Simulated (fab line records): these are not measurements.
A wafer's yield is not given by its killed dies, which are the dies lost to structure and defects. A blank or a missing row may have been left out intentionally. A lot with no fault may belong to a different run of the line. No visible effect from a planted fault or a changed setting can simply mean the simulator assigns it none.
Which tool is to blame? :: flow n5 finfet :: 9 lots with 25 wafers sampled at 5 steps, on a route of 1938 steps

== WHAT THE GAUGES SHOWED, per wafer ==
N5_BEOL_M4_RC_MEAS_101. Usual: DIBL_N 35.7 mV/V, standard deviation 1.5; DIBL_P 35.7 mV/V, standard deviation 2; IOFF_N 0.155 nA/um, standard deviation 0.026; IOFF_P 0.20 nA/um, standard deviation 0.031; ION_N 675 uA/um, standard deviation 11; ION_P 462 uA/um, standard deviation 7.1; SS_N 71.3 mV/dec, standard deviation 0.57; SS_P 73.1 mV/dec, standard deviation 0.56; VT_N 250 mV, standard deviation 3; VT_P -251 mV, standard deviation 3.
lot: L244
measured: day 8 07:52
on: prober-02
DIBL_N (mV/V): 36.7 37.2 35.3
DIBL_P (mV/V): 36.3 36.8 34.4
IOFF_N (nA/um): 0.153 0.171 0.142
IOFF_P (nA/um): 0.21 0.23 0.18
ION_N (uA/um): 667 673 666
ION_P (uA/um): 459 459 461
SS_N (mV/dec): 71.6 71.7 71.2
SS_P (mV/dec): 72.7 73.6 72.6
VT_N (mV): 251 250 252
VT_P (mV): -252 -249 -251
flag: 

lot: L245
measured: day 8 17:17
on: prober-01
DIBL_N (mV/V): 37.9 37.5 35.9
DIBL_P (mV/V): 38.4 37.2 36.3
IOFF_N (nA/um): 0.208 0.182 0.166
IOFF_P (nA/um): 0.24 0.23 0.22
ION_N (uA/um): 696 671 688
ION_P (uA/um): 472 461 474
SS_N (mV/dec): 72.1 71.8 70.9
SS_P (mV/dec): 73.4 73.3 73.4
VT_N (mV): 245 247 247
VT_P (mV): -247 -248 -249
flag: 

lot: L248
measured: day 9 07:03
on: prober-02
DIBL_N (mV/V): 36.1 37.1 35.4
DIBL_P (mV/V): 34.7 34.5 32.9
IOFF_N (nA/um): 0.165 0.181 0.140
IOFF_P (nA/um): 0.21 0.20 0.18
ION_N (uA/um): 674 694 678
ION_P (uA/um): 460 468 464
SS_N (mV/dec): 72.0 72.9 71.3
SS_P (mV/dec): 72.9 73.0 72.6
VT_N (mV): 248 248 251
VT_P (mV): -251 -252 -252
flag: 

lot: L251
measured: day 10 01:29
on: prober-01
DIBL_N (mV/V): 34.3 31.8 32.5
DIBL_P (mV/V): 34.2 31.0 31.7
IOFF_N (nA/um): 0.123 0.089 0.099
IOFF_P (nA/um): 0.16 0.13 0.13
ION_N (uA/um): 676 667 658
ION_P (uA/um): 456 460 453
SS_N (mV/dec): 71.0 70.7 70.8
SS_P (mV/dec): 73.0 72.3 71.9
VT_N (mV): 253 259 257
VT_P (mV): -253 -258 -258
flag: 

lot: L252
measured: day 10 09:34
on: prober-01
DIBL_N (mV/V): 36.5 35.9 37.2
DIBL_P (mV/V): 35.5 34.9 35.3
IOFF_N (nA/um): 0.148 0.127 0.156
IOFF_P (nA/um): 0.22 0.20 0.22
ION_N (uA/um): 666 666 662
ION_P (uA/um): 462 464 453
SS_N (mV/dec): 71.8 71.2 71.4
SS_P (mV/dec): 73.4 73.2 73.3
VT_N (mV): 252 252 254
VT_P (mV): -249 -250 -246
flag: 

lot: L256
measured: day 11 12:53
on: prober-01
DIBL_N (mV/V): 35.4 34.8 34.9
DIBL_P (mV/V): 35.9 35.0 34.9
IOFF_N (nA/um): 0.176 0.153 0.155
IOFF_P (nA/um): 0.23 0.21 0.21
ION_N (uA/um): 693 682 678
ION_P (uA/um): 478 471 470
SS_N (mV/dec): 71.7 70.9 70.7
SS_P (mV/dec): 73.7 73.1 73.3
VT_N (mV): 246 249 248
VT_P (mV): -247 -248 -250
flag: 

lot: L264
measured: day 13 17:22
on: prober-01
DIBL_N (mV/V): 34.4 36.7
DIBL_P (mV/V): 34.9 37.3
IOFF_N (nA/um): 0.137 0.166
IOFF_P (nA/um): 0.18 0.21
ION_N (uA/um): 666 675
ION_P (uA/um): 456 459
SS_N (mV/dec): 71.0 71.2
SS_P (mV/dec): 72.7 73.2
VT_N (mV): 251 250
VT_P (mV): -253 -253
flag: 

lot: L265
measured: day 14 00:05
on: prober-02
DIBL_N (mV/V): 31.0 36.2
DIBL_P (mV/V): 29.9 35.2
IOFF_N (nA/um): 0.093 0.162
IOFF_P (nA/um): 0.14 0.20
ION_N (uA/um): 657 678
ION_P (uA/um): 459 460
SS_N (mV/dec): 69.6 71.8
SS_P (mV/dec): 71.6 73.4
VT_N (mV): 255 248
VT_P (mV): -254 -250
flag: 

lot: L267
measured: day 14 08:04
on: prober-02
DIBL_N (mV/V): 36.7 37.4 35.5
DIBL_P (mV/V): 38.3 38.4 37.9
IOFF_N (nA/um): 0.173 0.189 0.159
IOFF_P (nA/um): 0.21 0.22 0.21
ION_N (uA/um): 680 674 683
ION_P (uA/um): 466 461 462
SS_N (mV/dec): 72.6 71.5 72.3
SS_P (mV/dec): 73.2 73.3 72.8
VT_N (mV): 247 246 249
VT_P (mV): -251 -251 -250
flag: 

== WHICH TOOL RAN EACH LOT (tool, then ch and the chambers of the sampled wafers, then the start) ==
lot: L244
N5_BEOL_M0_SAQP_ETCH_49: rie diel-02 ch 1,3, day 5 16:17
N5_BEOL_M0_CUTY_ETCH_62: rie diel-01 ch 1,2,3, day 5 16:55
N5_BEOL_M0_ETCH_138: rie diel-01 ch 1,2,3, day 5 17:05
N5_BEOL_M0_ETCH_128: rie diel-01 ch 1,2,3, day 5 17:55

lot: L245
N5_BEOL_M0_SAQP_ETCH_49: rie diel-02 ch 0,2,3, day 6 01:09
N5_BEOL_M0_CUTY_ETCH_62: rie diel-01 ch 1,2, day 6 01:38
N5_BEOL_M0_ETCH_138: rie diel-01 ch 1,2, day 6 01:49
N5_BEOL_M0_ETCH_128: rie diel-01 ch 1,2,3, day 6 02:13

lot: L248
N5_BEOL_M0_SAQP_ETCH_49: rie diel-02 ch 1,2, day 6 17:41
N5_BEOL_M0_CUTY_ETCH_62: rie diel-03 ch 0,3, day 6 18:10
N5_BEOL_M0_ETCH_138: rie diel-03 ch 0,3, day 6 18:20
N5_BEOL_M0_ETCH_128: rie diel-01 ch 0,1,2, day 6 18:57

lot: L251
N5_BEOL_M0_SAQP_ETCH_49: rie diel-05 ch 0,3, day 7 09:37
N5_BEOL_M0_CUTY_ETCH_62: rie diel-06 ch 1,2, day 7 10:31
N5_BEOL_M0_ETCH_138: rie diel-06 ch 1,2, day 7 10:41
N5_BEOL_M0_ETCH_128: rie diel-06 ch 0,1, day 7 11:50

lot: L252
N5_BEOL_M0_SAQP_ETCH_49: rie diel-02 ch 1,2,3, day 7 22:42
N5_BEOL_M0_CUTY_ETCH_62: rie diel-01 ch 0,2, day 7 23:19
N5_BEOL_M0_ETCH_138: rie diel-01 ch 0,2, day 7 23:29
N5_BEOL_M0_ETCH_128: rie diel-06 ch 0,1, day 8 01:07

lot: L256
N5_BEOL_M0_SAQP_ETCH_49: rie diel-02 ch 2,3, day 9 04:20
N5_BEOL_M0_CUTY_ETCH_62: rie diel-01 ch 0,1,2, day 9 04:50
N5_BEOL_M0_ETCH_138: rie diel-01 ch 0,1,2, day 9 05:00
N5_BEOL_M0_ETCH_128: rie diel-03 ch 0,1,2, day 9 07:10

lot: L264
N5_BEOL_M0_SAQP_ETCH_49: rie diel-05 ch 1,2, day 10 21:50
N5_BEOL_M0_CUTY_ETCH_62: rie diel-01 ch 0,3, day 10 23:17
N5_BEOL_M0_ETCH_138: rie diel-01 ch 0,3, day 10 23:27
N5_BEOL_M0_ETCH_128: rie diel-01 ch 2,3, day 11 06:41

lot: L265
N5_BEOL_M0_SAQP_ETCH_49: rie diel-02 ch 0,3, day 11 04:03
N5_BEOL_M0_CUTY_ETCH_62: rie diel-01 ch 1,3, day 11 04:57
N5_BEOL_M0_ETCH_138: rie diel-01 ch 1,3, day 11 05:07
N5_BEOL_M0_ETCH_128: rie diel-01 ch 2,3, day 11 06:48

lot: L267
N5_BEOL_M0_SAQP_ETCH_49: rie diel-05 ch 0,1,2, day 11 18:40
N5_BEOL_M0_CUTY_ETCH_62: rie diel-01 ch 0,1,2, day 11 19:21
N5_BEOL_M0_ETCH_138: rie diel-01 ch 0,1,2, day 11 19:31
N5_BEOL_M0_ETCH_128: rie diel-01 ch 0,1,2, day 11 21:31
- N5_BEOL_M0_SAQP_ETCH_49: etches SiO2 in CF4/O2, target depth 37 nm.
- N5_BEOL_M0_CUTY_ETCH_62: etches SiARC in CF4, time 58.5 s.
- N5_BEOL_M0_ETCH_138: etches SiCN in CH3F/O2, target depth 12 nm, time 31.6 s.
- N5_BEOL_M0_ETCH_128: etches SiCN in CF4/N2, target depth 12 nm, overetch 5.1 nm, time 21.4 s.

== AS READ BY THE TOOLS THEMSELVES (means over the sampled wafers that have a number; for cases with no such wafer, the mark the record gives instead) ==
N5_BEOL_M0_SAQP_ETCH_49. Usual: O2_flow_sccm 10.00 sccm, standard deviation 0.031; drypump motor current A 5.6 A, standard deviation 0.39; oes product au 0.80 a.u., standard deviation 0.084; rf vpp V 241.6 V, standard deviation 3; showerhead plenum p Torr 2.23 Torr, standard deviation 0.049; throttle valve pct 15.84 %, standard deviation 0.18.
lot: L244
tool: rie diel-02
O2_flow_sccm (sccm): 9.99
drypump motor current A (A): 5.1
oes product au (a.u.): 0.72
rf vpp V (V): 242.9
showerhead plenum p Torr (Torr): 2.29
throttle valve pct (%): 16.01
flag: 

lot: L245
tool: rie diel-02
O2_flow_sccm (sccm): 10.00
drypump motor current A (A): 5.4
oes product au (a.u.): 0.73
rf vpp V (V): 241.4
showerhead plenum p Torr (Torr): 2.20
throttle valve pct (%): 15.89
flag: 

lot: L248
tool: rie diel-02
O2_flow_sccm (sccm): 9.99
drypump motor current A (A): 5.1
oes product au (a.u.): 0.71
rf vpp V (V): 239.0
showerhead plenum p Torr (Torr): 2.24
throttle valve pct (%): 15.86
flag: 

lot: L251
tool: rie diel-05
O2_flow_sccm (sccm): 10.00
drypump motor current A (A): 6.0
oes product au (a.u.): 0.80
rf vpp V (V): 242.5
showerhead plenum p Torr (Torr): 2.25
throttle valve pct (%): 15.94
flag: 

lot: L252
tool: rie diel-02
O2_flow_sccm (sccm): 10.01
drypump motor current A (A): 5.2
oes product au (a.u.): 0.71
rf vpp V (V): 241.9
showerhead plenum p Torr (Torr): 2.25
throttle valve pct (%): 15.91
flag: 

lot: L256
tool: rie diel-02
O2_flow_sccm (sccm): 10.01
drypump motor current A (A): 5.4
oes product au (a.u.): 0.73
rf vpp V (V): 241.6
showerhead plenum p Torr (Torr): 2.23
throttle valve pct (%): 15.85
flag: 

lot: L264
tool: rie diel-05
O2_flow_sccm (sccm): 9.99
drypump motor current A (A): 5.5
oes product au (a.u.): 0.80
rf vpp V (V): 239.2
showerhead plenum p Torr (Torr): 2.22
throttle valve pct (%): 15.78
flag: 

lot: L265
tool: rie diel-02
O2_flow_sccm (sccm): 9.99
drypump motor current A (A): 5.2
oes product au (a.u.): 0.83
rf vpp V (V): 244.2
showerhead plenum p Torr (Torr): 2.31
throttle valve pct (%): 15.80
flag: 

lot: L267
tool: rie diel-05
O2_flow_sccm (sccm): 10.00
drypump motor current A (A): 5.8
oes product au (a.u.): 0.77
rf vpp V (V): 240.0
showerhead plenum p Torr (Torr): 2.23
throttle valve pct (%): 15.92
flag: 

N5_BEOL_M0_CUTY_ETCH_62. Usual: drypump motor current A 5.9 A, standard deviation 0.53; etch rf on time s 57.7 s, standard deviation 1.4; oes product au 0.67 a.u., standard deviation 0.087; rf vpp V 184.6 V, standard deviation 1.2; showerhead plenum p Torr 2.19 Torr, standard deviation 0.075; throttle valve pct 15.54 %, standard deviation 0.18.
lot: L244
tool: rie diel-01
drypump motor current A (A): 5.9
etch rf on time s (s): 57.3
oes product au (a.u.): 0.66
rf vpp V (V): 184.7
showerhead plenum p Torr (Torr): 2.18
throttle valve pct (%): 15.57
flag: 

lot: L245
tool: rie diel-01
drypump motor current A (A): 5.4
etch rf on time s (s): 56.4
oes product au (a.u.): 0.70
rf vpp V (V): 184.6
showerhead plenum p Torr (Torr): 2.20
throttle valve pct (%): 15.45
flag: 

lot: L248
tool: rie diel-03
drypump motor current A (A): 5.7
etch rf on time s (s): 57.5
oes product au (a.u.): 0.73
rf vpp V (V): 183.8
showerhead plenum p Torr (Torr): 2.10
throttle valve pct (%): 15.47
flag: 

lot: L251
tool: rie diel-06
drypump motor current A (A): 6.5
etch rf on time s (s): 58.2
oes product au (a.u.): 0.61
rf vpp V (V): 184.2
showerhead plenum p Torr (Torr): 2.17
throttle valve pct (%): 15.65
flag: 

lot: L252
tool: rie diel-01
drypump motor current A (A): 5.6
etch rf on time s (s): 57.3
oes product au (a.u.): 0.71
rf vpp V (V): 185.9
showerhead plenum p Torr (Torr): 2.26
throttle valve pct (%): 15.41
flag: 

lot: L256
tool: rie diel-01
drypump motor current A (A): 5.8
etch rf on time s (s): 57.9
oes product au (a.u.): 0.65
rf vpp V (V): 184.2
showerhead plenum p Torr (Torr): 2.18
throttle valve pct (%): 15.51
flag: 

lot: L264
tool: rie diel-01
drypump motor current A (A): 6.5
etch rf on time s (s): 86.0
oes product au (a.u.): 0.66
rf vpp V (V): 185.7
showerhead plenum p Torr (Torr): 2.21
throttle valve pct (%): 15.41
flag: OFF

lot: L265
tool: rie diel-01
drypump motor current A (A): 6.2
etch rf on time s (s): 82.8
oes product au (a.u.): 0.74
rf vpp V (V): 185.7
showerhead plenum p Torr (Torr): 2.25
throttle valve pct (%): 15.25
flag: OFF

lot: L267
tool: rie diel-01
drypump motor current A (A): 5.8
etch rf on time s (s): 75.9
oes product au (a.u.): 0.67
rf vpp V (V): 186.1
showerhead plenum p Torr (Torr): 2.26
throttle valve pct (%): 15.38
flag: OFF

N5_BEOL_M0_ETCH_138. Usual: O2_flow_sccm 19.99 sccm, standard deviation 0.06; drypump motor current A 5.9 A, standard deviation 0.53; etch rf on time s 28.9 s, standard deviation 0.87; oes product au 0.67 a.u., standard deviation 0.085; rf vpp V 298.2 V, standard deviation 1.8; showerhead plenum p Torr 2.05 Torr, standard deviation 0.072; throttle valve pct 16.24 %, standard deviation 0.19.
lot: L244
tool: rie diel-01
O2_flow_sccm (sccm): 19.95
drypump motor current A (A): 5.9
etch rf on time s (s): 27.6
oes product au (a.u.): 0.65
rf vpp V (V): 297.4
showerhead plenum p Torr (Torr): 2.03
throttle valve pct (%): 16.25
flag: 

lot: L245
tool: rie diel-01
O2_flow_sccm (sccm): 20.00
drypump motor current A (A): 5.4
etch rf on time s (s): 28.2
oes product au (a.u.): 0.70
rf vpp V (V): 297.9
showerhead plenum p Torr (Torr): 2.05
throttle valve pct (%): 16.14
flag: 

lot: L248
tool: rie diel-03
O2_flow_sccm (sccm): 20.02
drypump motor current A (A): 5.7
etch rf on time s (s): 28.8
oes product au (a.u.): 0.73
rf vpp V (V): 296.6
showerhead plenum p Torr (Torr): 1.98
throttle valve pct (%): 16.23
flag: 

lot: L251
tool: rie diel-06
O2_flow_sccm (sccm): 20.04
drypump motor current A (A): 6.5
etch rf on time s (s): 29.0
oes product au (a.u.): 0.61
rf vpp V (V): 298.2
showerhead plenum p Torr (Torr): 2.04
throttle valve pct (%): 16.40
flag: 

lot: L252
tool: rie diel-01
O2_flow_sccm (sccm): 20.00
drypump motor current A (A): 5.6
etch rf on time s (s): 28.5
oes product au (a.u.): 0.71
rf vpp V (V): 298.3
showerhead plenum p Torr (Torr): 2.11
throttle valve pct (%): 16.09
flag: 

lot: L256
tool: rie diel-01
O2_flow_sccm (sccm): 20.02
drypump motor current A (A): 5.7
etch rf on time s (s): 29.5
oes product au (a.u.): 0.64
rf vpp V (V): 297.3
showerhead plenum p Torr (Torr): 2.03
throttle valve pct (%): 16.22
flag: 

lot: L264
tool: rie diel-01
O2_flow_sccm (sccm): 19.95
drypump motor current A (A): 6.4
etch rf on time s (s): 27.5
oes product au (a.u.): 0.71
rf vpp V (V): 297.9
showerhead plenum p Torr (Torr): 2.06
throttle valve pct (%): 16.09
flag: 

lot: L265
tool: rie diel-01
O2_flow_sccm (sccm): 20.07
drypump motor current A (A): 6.2
etch rf on time s (s): 28.2
oes product au (a.u.): 0.81
rf vpp V (V): 299.2
showerhead plenum p Torr (Torr): 2.09
throttle valve pct (%): 15.94
flag: 

lot: L267
tool: rie diel-01
O2_flow_sccm (sccm): 20.03
drypump motor current A (A): 5.7
etch rf on time s (s): 28.6
oes product au (a.u.): 0.71
rf vpp V (V): 300.3
showerhead plenum p Torr (Torr): 2.11
throttle valve pct (%): 16.10
flag: 

N5_BEOL_M0_ETCH_128. Usual: drypump motor current A 5.8 A, standard deviation 0.54; oes product au 0.54 a.u., standard deviation 0.058; rf vpp V 383.3 V, standard deviation 1.9; showerhead plenum p Torr 2.25 Torr, standard deviation 0.072; throttle valve pct 15.39 %, standard deviation 0.18.
lot: L244
tool: rie diel-01
drypump motor current A (A): 5.9
oes product au (a.u.): 0.51
rf vpp V (V): 383.0
showerhead plenum p Torr (Torr): 2.24
throttle valve pct (%): 15.38
flag: 

lot: L245
tool: rie diel-01
drypump motor current A (A): 5.9
oes product au (a.u.): 0.51
rf vpp V (V): 382.5
showerhead plenum p Torr (Torr): 2.24
throttle valve pct (%): 15.39
flag: 

lot: L248
tool: rie diel-01
drypump motor current A (A): 5.8
oes product au (a.u.): 0.53
rf vpp V (V): 382.9
showerhead plenum p Torr (Torr): 2.25
throttle valve pct (%): 15.29
flag: 

lot: L251
tool: rie diel-06
drypump motor current A (A): 6.3
oes product au (a.u.): 0.49
rf vpp V (V): 384.9
showerhead plenum p Torr (Torr): 2.27
throttle valve pct (%): 15.46
flag: 

lot: L252
tool: rie diel-06
drypump motor current A (A): 6.3
oes product au (a.u.): 0.49
rf vpp V (V): 383.8
showerhead plenum p Torr (Torr): 2.27
throttle valve pct (%): 15.49
flag: 

lot: L256
tool: rie diel-03
drypump motor current A (A): 5.2
oes product au (a.u.): 0.56
rf vpp V (V): 383.5
showerhead plenum p Torr (Torr): 2.25
throttle valve pct (%): 15.42
flag: 

lot: L264
tool: rie diel-01
drypump motor current A (A): 5.9
oes product au (a.u.): 0.57
rf vpp V (V): 383.1
showerhead plenum p Torr (Torr): 2.29
throttle valve pct (%): 15.20
flag: 

lot: L265
tool: rie diel-01
drypump motor current A (A): 5.9
oes product au (a.u.): 0.58
rf vpp V (V): 384.4
showerhead plenum p Torr (Torr): 2.29
throttle valve pct (%): 15.20
flag: 

lot: L267
tool: rie diel-01
drypump motor current A (A): 5.7
oes product au (a.u.): 0.57
rf vpp V (V): 385.2
showerhead plenum p Torr (Torr): 2.33
throttle valve pct (%): 15.22
flag: 

== THE ANSWER, worked out from the rows above alone ==
Rule: a lot is off if the mean of its wafers that have a number lies more than 3 standard deviations from the usual mean. Also off: a lot with no number at a reading for which 4 or more lots have one. All remaining lots with rows at the step are treated as sound. The gauges are gone through in route order, then the tools' own readings, and for those a lot's mean is taken as printed above. At the first step where some lot is off, the reading lying furthest off is the one used; lots without a number count as furthest.
Off, at N5_BEOL_M0_CUTY_ETCH_62 on etch rf on time s: L264, L265, L267.
A tool fits if, at that step or a process step before it, it ran every lot that is off, and no sound lot after the first of them. One fits: rie diel-01 at N5_BEOL_M0_CUTY_ETCH_62. A fault onset in the window from L256 (day 9 04:50, its last sound lot) to L264 (day 10 23:17, its first lot off) fits.
On the lots that are off, the tool's own readings at N5_BEOL_M0_CUTY_ETCH_62 differ by more than 5 times the standard deviation of the sound lots' means, which bears it out; etch rf on time s reads 81.6 s there versus 57.4 s on the sound lots.

== WHAT HAD BEEN PUT IN BY THE SIMULATOR ==
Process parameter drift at N5_BEOL_M0_CUTY_ETCH_62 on rie diel-01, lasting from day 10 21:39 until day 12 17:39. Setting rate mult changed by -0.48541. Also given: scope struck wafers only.
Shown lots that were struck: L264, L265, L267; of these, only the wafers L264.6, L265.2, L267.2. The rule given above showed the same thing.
